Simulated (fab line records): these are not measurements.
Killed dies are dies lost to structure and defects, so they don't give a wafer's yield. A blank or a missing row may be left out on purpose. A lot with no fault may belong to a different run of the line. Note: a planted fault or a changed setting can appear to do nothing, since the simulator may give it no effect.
fab line records	flow n5-finfet
record lots=7	wafers=21	last-day=19
route steps=1938 shown BEOL_M15@1799
lots with no fault: from the same line, run without faults
start-h: start of the lot's first displayed wafer, in hours after the record's first day	wait-h: hours since the lot's step before	" as in the row above	L1.1+2: a single row standing in for several wafers	- no value, or no start given	* or withheld: withheld	< > ~ a bound
route shown NAME@n: a module of which the file shows steps, and the number in the route of the first	usual: mean/standard deviation of fault-free wafers	same: alike in all rows	chamber/n: place in a boat	sites: per-site readings	_std_site: the standard deviation of these	_edge_site: outer sites' mean less inner sites'	radius-mm: for every site, how far away it sits from the centre of the wafer	mask NAME#n: copy n	behind: the most recent tool/chamber to have shaped the wafer	hold: the reason the lot was held/the length of the hold in hours/how it ended	device: the n, p or np transistor that did not switch	end of line: the tests these same wafers got at the end of their route	where a step has no rows: the recipe by itself	killed: count of dies lost to structure and defects at first sort (not the wafer's yield)	map: a wafer's dies, marking killed ones x, the rest . and places with no die _
set.NAME: setting as actually run; set.NAME@STEP: the setting as run at that earlier step	model.NAME: the simulator's own value behind a step, which no gauge read
lots seen at some steps along the route; tables by step, rows by wafer
services: the hour from which a tool's chamber was out of use, counted from the record's first day as start-h (under 0 if before that day), plus the number of hours and why
## steps
# step N5_BEOL_M15_SOFTBAKE_23
# recipe temp-c=130	time-s=60
# step N5_BEOL_M15_EXPOSE_25
# recipe mask-id=M15	na=0.8	source-shape=annular	sigma-inner=0.5	sigma-outer=0.8	polarization=unpolarized	target-cd-nm=400	dose-mj=35.5
# step N5_BEOL_M15_PEB_26
# recipe peb-temp-c=130	peb-time-s=90
# step N5_BEOL_M15_DEVELOP_27
# recipe develop-time-s=45	rinse-liquid=diw	dry=air-spin	dev-temp-c=21
# step N5_BEOL_M15_HARDBAKE_32
# recipe temp-c=130	time-s=120
# step N5_BEOL_M15_CD_MEAS_28
# recipe target-cd-nm=407.6	landing-energy-ev=500	detector=se-inlens
# usual cd-nm=408.3/1.9
lot.wafer	tool	chamber	start-h	wait-h	cd-nm
L909.1	cd-sem-02	0	243.50	-	410.9
L909.3	"	0	"	"	409.3
L909.5	"	0	"	"	409.8
L913.3	cd-sem-03	0	258.87	-	408.5
L913.4	"	0	"	"	408.8
L913.5	"	0	"	"	407.9
L920.2	cd-sem-01	0	294.71	-	411.2
L920.4	"	0	"	"	412.0
L920.5	"	0	"	"	409.8
L926.1	cd-sem-03	0	407.67	-	404.3
L926.2	"	0	"	"	409.6
L926.4	"	0	"	"	408.6
L930.1	cd-sem-03	0	425.71	-	409.2
L930.2	"	0	"	"	406.8
L930.4	"	0	"	"	408.1
L925.1	cd-sem-02	0	437.46	-	408.7
L925.3	"	0	"	"	409.0
L925.6	"	0	"	"	407.5
L932.1	cd-sem-02	0	438.06	-	406.3
L932.2	"	0	"	"	407.7
L932.3	"	0	"	"	408.0
# step N5_BEOL_M15_OVL_MEAS_29
# recipe points-per-wafer=44
# usual M15_OVL=-4/5.6
lot.wafer	tool	chamber	start-h	wait-h	M15_OVL[nm]
L909.1	overlay-01	0	243.53	0.0	4
L909.3	"	0	"	"	3
L909.5	"	0	"	"	-2
L913.3	overlay-01	0	258.90	0.0	-3
L913.4	"	0	"	"	7
L913.5	"	0	"	"	-7
L920.2	overlay-01	0	294.74	0.0	-7
L920.4	"	0	"	"	-6
L920.5	"	0	"	"	-2
L926.1	overlay-02	0	407.70	0.0	4
L926.2	"	0	"	"	8
L926.4	"	0	"	"	4
L930.1	overlay-02	0	425.74	0.0	-4
L930.2	"	0	"	"	2
L930.4	"	0	"	"	2
L925.1	overlay-01	0	437.49	0.0	1
L925.3	"	0	"	"	1
L925.6	"	0	"	"	-13
L932.1	overlay-01	0	438.09	0.0	-2
L932.2	"	0	"	"	-6
L932.3	"	0	"	"	-4
# step N5_BEOL_M15_INSPECT_30
# recipe mode=adi	inspect-instrument=macro
# usual raw-defect-count=2.0/1.4
lot.wafer	tool	chamber	start-h	wait-h	raw-defect-count
L909.1	defect-inspect-01	-	243.56	0.0	1
L909.3	"	-	"	"	5
L909.5	"	-	"	"	2
L913.3	defect-inspect-02	-	258.92	0.0	3
L913.4	"	-	"	"	5
L913.5	"	-	"	"	1
L920.2	defect-inspect-01	-	294.76	0.0	1
L920.4	"	-	"	"	3
L920.5	"	-	"	"	2
L926.1	defect-inspect-01	-	407.72	0.0	5
L926.2	"	-	"	"	2
L926.4	"	-	"	"	4
L930.1	defect-inspect-02	-	425.76	0.0	1
L930.2	"	-	"	"	3
L930.4	"	-	"	"	1
L925.1	defect-inspect-02	-	437.51	0.0	1
L925.3	"	-	"	"	4
L925.6	"	-	"	"	1
L932.1	defect-inspect-02	-	438.12	0.0	3
L932.2	"	-	"	"	3
L932.3	"	-	"	"	3
# step N5_BEOL_M15_DESCUM_33
# recipe chemistry=O2	time-s=7.9	source-power-w=50	bias-power-w=20	pressure-mtorr=20	rf-frequency-hz=2.712e+07	temp-c=40	o2-flow-sccm=225
# usual chamber-pressure-mTorr=20.000/0.018	drypump-motor-current-A=5.8/0.38	oes-product-au=0.80/0.089	rf-vpp-V=243.0/1.3	showerhead-plenum-p-Torr=2.08/0.059	throttle-valve-pct=20.44/0.15
lot.wafer	tool	chamber	start-h	wait-h	chamber-pressure-mTorr	drypump-motor-current-A	oes-product-au	rf-hours-counter-h	rf-vpp-V	showerhead-plenum-p-Torr	throttle-valve-pct
L909.1	rie-diel-04	1	243.74	0.2	19.991	5.4	0.79	104	242.4	2.02	20.54
L909.3	"	0	"	"	19.998	5.5	0.70	216	242.8	2.07	20.49
L909.5	"	0	"	"	20.022	5.5	0.70	-	240.4	2.07	20.52
L913.3	rie-diel-02	3	259.08	0.2	20.007	5.5	0.85	52	244.9	2.23	20.37
L913.4	"	2	"	"	19.995	6.3	0.83	64	243.3	2.15	20.38
L913.5	"	0	"	"	19.993	6.3	0.69	-	243.4	2.07	20.41
L920.2	rie-diel-03	1	294.80	0.0	19.997	5.2	0.87	43	245.1	2.12	20.43
L920.4	"	3	"	"	20.016	5.7	0.88	31	245.6	2.13	20.29
L920.5	"	1	"	"	19.990	5.2	0.86	-	243.7	2.12	20.42
L926.1	rie-diel-04	2	407.96	0.2	19.979	6.0	0.88	28	242.6	2.06	20.10
L926.2	"	0	"	"	20.007	5.6	0.99	4	241.2	2.06	20.30
L926.4	"	1	"	"	20.000	5.4	0.74	149	240.1	2.01	20.60
L930.1	rie-diel-02	0	425.80	0.0	19.976	6.3	0.66	256	243.7	2.05	20.47
L930.2	"	3	"	"	19.979	5.5	0.79	101	245.0	2.21	20.45
L930.4	"	2	"	"	20.023	6.4	0.78	-	244.2	2.13	20.47
L925.1	rie-diel-03	2	437.89	0.4	19.995	5.7	0.84	55	242.3	2.04	20.43
L925.3	"	3	"	"	20.004	5.6	0.81	74	244.1	2.12	20.33
L925.6	"	1	"	"	20.003	5.2	0.86	-	243.7	2.11	20.44
L932.1	rie-diel-03	1	438.15	0.0	19.991	5.2	0.84	56	243.8	2.11	20.44
L932.2	"	2	"	"	19.997	5.7	0.84	55	242.5	2.04	20.46
L932.3	"	0	"	"	19.996	5.4	0.96	2	245.1	2.24	20.47
# step N5_BEOL_M15_ETCH_61
# recipe chemistry=N2/H2	target=BARC	target-depth-a=890	overetch-a=267	time-s=67.9	ion-energy-ev=200	pressure-mtorr=30	source-w=840	bias-w=150	n2-flow-sccm=200	h2-flow-sccm=200
# usual chamber-pressure-mTorr=30.001/0.027	drypump-motor-current-A=5.8/0.39	oes-product-au=0.68/0.072	rf-vpp-V=523.4/2.1	showerhead-plenum-p-Torr=2.52/0.068	throttle-valve-pct=17.86/0.21
lot.wafer	tool	chamber	start-h	wait-h	chamber-pressure-mTorr	drypump-motor-current-A	oes-product-au	rf-hours-counter-h	rf-vpp-V	showerhead-plenum-p-Torr	throttle-valve-pct
L909.1	rie-diel-04	1	243.78	0.0	29.954	5.4	0.67	104	520.4	2.45	17.99
L909.3	"	0	"	"	29.939	5.5	0.60	216	522.4	2.53	18.19
L909.5	"	0	"	"	30.006	5.5	0.61	-	523.9	2.53	18.16
L913.3	rie-diel-02	3	259.12	0.0	30.005	5.5	0.72	52	526.9	2.68	17.65
L913.4	"	2	"	"	29.997	6.3	0.70	64	526.0	2.57	17.61
L913.5	"	0	"	"	30.043	6.3	0.60	-	524.7	2.51	17.85
L920.2	rie-diel-03	1	294.83	0.0	30.033	5.2	0.73	43	525.0	2.58	17.81
L920.4	"	3	"	"	30.014	5.7	0.75	31	525.3	2.60	17.71
L920.5	"	1	"	"	30.004	5.2	0.73	-	525.6	2.58	17.82
L926.1	rie-diel-04	2	407.99	0.0	29.968	6.0	0.76	28	521.9	2.48	17.41
L926.2	"	0	"	"	30.006	5.5	0.82	4	523.3	2.52	17.91
L926.4	"	1	"	"	29.984	5.4	0.63	149	522.1	2.43	18.06
L930.1	rie-diel-02	0	425.83	0.0	30.089	6.3	0.58	256	522.6	2.49	17.92
L930.2	"	3	"	"	29.993	5.5	0.67	101	526.0	2.65	17.74
L930.4	"	2	"	"	29.973	6.4	0.66	-	522.9	2.55	17.67
L925.1	rie-diel-03	2	437.93	0.0	30.014	5.7	0.73	55	522.6	2.48	17.97
L925.3	"	3	"	"	30.058	5.7	0.70	74	526.1	2.58	17.79
L925.6	"	1	"	"	30.014	5.2	0.71	-	524.7	2.58	17.84
L932.1	rie-diel-03	1	438.19	0.0	30.007	5.2	0.72	56	525.9	2.58	17.84
L932.2	"	2	"	"	30.011	5.7	0.73	55	523.4	2.48	17.98
L932.3	"	0	"	"	30.004	5.5	0.82	2	529.4	2.72	17.91
# step N5_BEOL_M15_TRENCH_ETCH_34
# recipe chemistry=C4F8/O2/Ar	target=SiO2	target-depth-a=8729.3	he-inner-torr=15	he-outer-torr=30	time-s=199	ion-energy-ev=800	pressure-mtorr=20	source-w=1905	bias-w=2040	Ar_flow_sccm=400	C4F8_flow_sccm=16	O2_flow_sccm=12
# usual chamber-pressure-mTorr=20.001/0.019	drypump-motor-current-A=5.8/0.38	he-outer-torr=29.99/0.06	oes_f_703_au=0.80/0.082	oes-product-au=0.80/0.087	rf-vpp-V=2205/29	showerhead-plenum-p-Torr=3.41/0.085	throttle-valve-pct=30.84/0.21
lot.wafer	tool	chamber	start-h	wait-h	chamber-pressure-mTorr	drypump-motor-current-A	he-outer-torr	oes_f_703_au	oes-product-au	rf-hours-counter-h	rf-vpp-V	showerhead-plenum-p-Torr	throttle-valve-pct
L909.1	rie-diel-04	1	243.83	0.0	19.995	5.4	29.94	0.79	0.78	104	2157	3.32	30.98
L909.3	"	0	"	"	19.986	5.5	29.90	0.73	0.71	216	2208	3.38	30.84
L909.5	"	0	"	"	20.036	5.5	30.01	0.73	0.69	-	2208	3.38	30.84
L913.3	rie-diel-02	3	259.17	0.0	20.004	5.5	30.08	0.82	0.84	52	2204	3.61	30.70
L913.4	"	2	"	"	20.028	6.4	29.94	0.81	0.83	64	2217	3.46	30.57
L913.5	"	0	"	"	20.008	6.3	29.95	0.72	0.70	-	2226	3.38	30.56
L920.2	rie-diel-03	1	294.88	0.0	20.011	5.2	30.16	0.84	0.86	43	2180	3.49	31.04
L920.4	"	3	"	"	19.992	5.7	30.05	0.85	0.86	31	2200	3.49	30.64
L920.5	"	1	"	"	20.013	5.2	30.01	0.84	0.86	-	2180	3.49	31.03
L926.1	rie-diel-04	2	408.04	0.0	19.988	6.0	30.07	0.88	0.89	28	2251	3.38	30.62
L926.2	"	0	"	"	20.009	5.5	29.96	1.01	1.00	4	2206	3.36	30.86
L926.4	"	1	"	"	20.004	5.4	29.97	0.75	0.75	149	2153	3.30	31.03
L930.1	rie-diel-02	0	425.89	0.0	20.008	6.3	29.97	0.69	0.67	256	2224	3.35	30.61
L930.2	"	3	"	"	19.992	5.5	29.96	0.76	0.78	101	2200	3.58	30.75
L930.4	"	2	"	"	19.998	6.4	30.10	0.76	0.77	-	2213	3.44	30.62
L925.1	rie-diel-03	2	437.98	0.0	19.996	5.7	30.06	0.84	0.84	55	2256	3.37	31.11
L925.3	"	3	"	"	20.023	5.7	29.93	0.79	0.81	74	2198	3.47	30.69
L925.6	"	1	"	"	20.037	5.2	29.99	0.82	0.84	-	2180	3.48	31.05
L932.1	rie-diel-03	1	438.24	0.0	19.993	5.2	30.01	0.83	0.85	56	2180	3.48	31.07
L932.2	"	2	"	"	20.025	5.7	29.99	0.84	0.86	55	2253	3.37	31.11
L932.3	"	0	"	"	19.987	5.5	30.09	0.96	0.96	2	2225	3.66	31.07
# step N5_BEOL_M15_STRIP_36
# recipe chemistry=O2	power-w=600	temp-c=60	pressure-mtorr=30	rf-frequency-hz=6e+07	bias-power-w=0	overash-fraction=0.3	o2-flow-sccm=225
# usual bias-power-w=0/0	chamber-pressure-mTorr=30.00/0.05	drypump-motor-current-A=5.8/0.39	oes-product-au=0.80/0.086	overash-fraction=0.3/0	rf-vpp-V=3.8/0.97	showerhead-plenum-p-Torr=2.09/0.06	throttle-valve-pct=16.65/0.16
lot.wafer	tool	chamber	start-h	wait-h	bias-power-w	chamber-pressure-mTorr	drypump-motor-current-A	oes-product-au	overash-fraction	rf-hours-counter-h	rf-vpp-V	showerhead-plenum-p-Torr	throttle-valve-pct	model.coat_of_BEOL_M15_COAT_22.thk-nm
L909.1	rie-diel-04	1	244.12	0.1	0	29.98	5.4	0.77	0.3	104	2.9	2.02	16.79	0
L909.3	"	0	"	"	0	29.95	5.5	0.69	0.3	216	4.2	2.07	16.81	0
L909.5	"	2	"	"	0	30.10	6.0	0.69	0.3	-	2.8	2.08	16.64	0
L913.3	rie-diel-02	0	259.49	0.1	0	29.91	6.3	0.70	0.3	210	2.8	2.07	16.73	0
L913.4	"	2	"	"	0	29.99	6.3	0.83	0.3	64	3.2	2.15	16.60	0
L913.5	"	0	"	"	0	30.15	6.3	0.70	0.3	-	4.9	2.07	16.74	0
L920.2	rie-diel-02	1	296.72	1.7	0	30.01	6.4	0.71	0.3	221	5.1	2.08	16.63	0
L920.4	"	3	"	"	0	30.04	5.5	0.81	0.3	63	3.3	2.23	16.58	0
L920.5	"	3	"	"	0	30.00	5.5	0.83	0.3	-	2.3	2.23	16.59	0
L926.1	rie-diel-03	3	428.37	20.1	-	-	-	-	-	-	-	-	-	536.4
L926.2	"	2	"	"	-	-	-	-	-	-	-	-	-	534.6
L926.4	"	2	"	"	-	-	-	-	-	-	-	-	-	536
L930.1	rie-diel-02	3	433.35	7.3	-	-	-	-	-	-	-	-	-	542.4
L930.2	"	1	"	"	-	-	-	-	-	-	-	-	-	541
L930.4	"	2	"	"	-	-	-	-	-	-	-	-	-	545.4
L925.1	rie-diel-04	2	439.99	1.8	-	-	-	-	-	-	-	-	-	545
L925.3	"	0	"	"	-	-	-	-	-	-	-	-	-	550.2
L925.6	"	0	"	"	-	-	-	-	-	-	-	-	-	542.4
L932.1	rie-diel-03	0	440.05	1.6	0	30.02	5.5	0.98	0.3	3	2.3	2.24	16.65	0
L932.2	"	3	"	"	0	29.92	5.6	0.80	0.3	75	3.2	2.12	16.62	0
L932.3	"	1	"	"	0	29.98	5.2	0.83	0.3	56	3.6	2.12	16.62	0
# step N5_BEOL_M15_STRIP_62
# recipe chemistry=O2	power-w=600	temp-c=60	pressure-mtorr=30	rf-frequency-hz=6e+07	bias-power-w=0	overash-fraction=0.3	o2-flow-sccm=225
# usual chamber-pressure-mTorr=29.999/0.027	drypump-motor-current-A=5.8/0.39	oes-product-au=0.80/0.085	rf-vpp-V=3.6/0.45	showerhead-plenum-p-Torr=2.09/0.06	throttle-valve-pct=16.64/0.16
# same bias-power-w=0	overash-fraction=0.3
lot.wafer	tool	chamber	start-h	wait-h	chamber-pressure-mTorr	drypump-motor-current-A	oes-product-au	rf-hours-counter-h	rf-vpp-V	showerhead-plenum-p-Torr	throttle-valve-pct
L909.1	rie-diel-04	1	-	-	30.041	5.4	0.78	104	4.0	2.03	16.78
L909.3	"	0	"	"	29.957	5.5	0.69	216	3.6	2.07	16.78
L909.5	"	2	"	"	30.015	6.0	0.68	-	3.7	2.08	16.63
L913.3	rie-diel-02	0	-	-	30.018	6.3	0.69	210	3.8	2.07	16.73
L913.4	"	2	"	"	30.021	6.3	0.84	64	3.8	2.15	16.59
L913.5	"	0	"	"	29.991	6.3	0.69	-	3.2	2.07	16.73
L920.2	rie-diel-02	1	-	-	29.968	6.4	0.70	221	3.9	2.08	16.65
L920.4	"	3	"	"	30.032	5.5	0.84	63	4.6	2.23	16.59
L920.5	"	3	"	"	29.953	5.5	0.84	-	3.5	2.23	16.60
L926.1	rie-diel-03	3	428.41	0.0	30.005	5.7	0.81	70	4.3	2.12	16.60
L926.2	"	2	"	"	29.960	5.7	0.84	51	3.6	2.04	16.71
L926.4	"	2	"	"	30.058	5.7	0.85	-	4.1	2.04	16.64
L930.1	rie-diel-02	3	433.39	0.0	29.984	5.5	0.78	103	3.7	2.21	16.66
L930.2	"	1	"	"	29.979	6.4	1.00	2	4.0	2.07	16.22
L930.4	"	2	"	"	29.954	6.4	0.77	-	2.1	2.13	16.69
L925.1	rie-diel-04	2	440.03	0.0	30.045	6.0	0.87	37	4.6	2.06	16.27
L925.3	"	0	"	"	29.999	5.5	0.96	15	4.8	2.06	16.49
L925.6	"	0	"	"	30.047	5.5	0.94	-	4.6	2.06	16.46
L932.1	rie-diel-03	0	-	-	29.984	5.5	0.97	3	2.9	2.25	16.64
L932.2	"	3	"	"	29.939	5.7	0.81	75	3.9	2.12	16.59
L932.3	"	1	"	"	29.981	5.2	0.85	56	3.8	2.12	16.65
## services
tool	chamber	start-h	hours	kind
rie-diel-03	2	235.29	-	clean
rie-diel-03	2	235.29	-	consumable-replace:focus-ring
rie-diel-04	2	276.93	-	clean
rie-diel-04	2	276.93	-	consumable-replace:focus-ring
rie-diel-04	2	276.93	23.6	scheduled-down
rie-diel-04	2	276.93	23.6	vent-cycle
rie-diel-04	-	291.47	14.6	pm
rie-diel-03	1	298.37	98.2	repair
rie-diel-02	1	404.56	-	clean
rie-diel-02	1	404.56	-	consumable-replace:focus-ring
rie-diel-02	1	404.56	23.2	scheduled-down
rie-diel-02	1	404.56	23.2	vent-cycle
rie-diel-03	0	412.97	-	clean
rie-diel-03	0	412.97	-	consumable-replace:focus-ring
rie-diel-03	0	412.97	-	consumable-replace:showerhead
rie-diel-03	0	412.97	18.1	scheduled-down
rie-diel-03	0	412.97	18.1	vent-cycle
rie-diel-04	3	414.67	47.5	repair
rie-diel-04	2	425.05	4.3	repair
rie-diel-02	0	428.19	-	clean
rie-diel-02	0	428.19	-	consumable-replace:focus-ring
rie-diel-02	0	428.19	16.5	scheduled-down
rie-diel-02	0	428.19	16.5	vent-cycle
rie-diel-02	3	439.20	20.9	repair
## key
first-sign step=N5_BEOL_M15_STRIP_36	reading=tool-record	direction=missing
effect none on later readings
model-effect step=N5_BEOL_M15_STRIP_36	value=coat_of_BEOL_M15_COAT_22.thk-nm	without=0	struck=541.5
met-at N5_BEOL_M15_STRIP_36
struck-wafers L925.1,L925.3,L925.6,L926.1,L926.2,L926.4,L930.1,L930.2,L930.4
onset-between 296.72 428.37
fault kind=skipped-step-whole	tool=rie-diel-02,rie-diel-03,rie-diel-04	chamber=-	onset-h=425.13	steps=N5_BEOL_M15_STRIP_36	scope=struck-lots-only
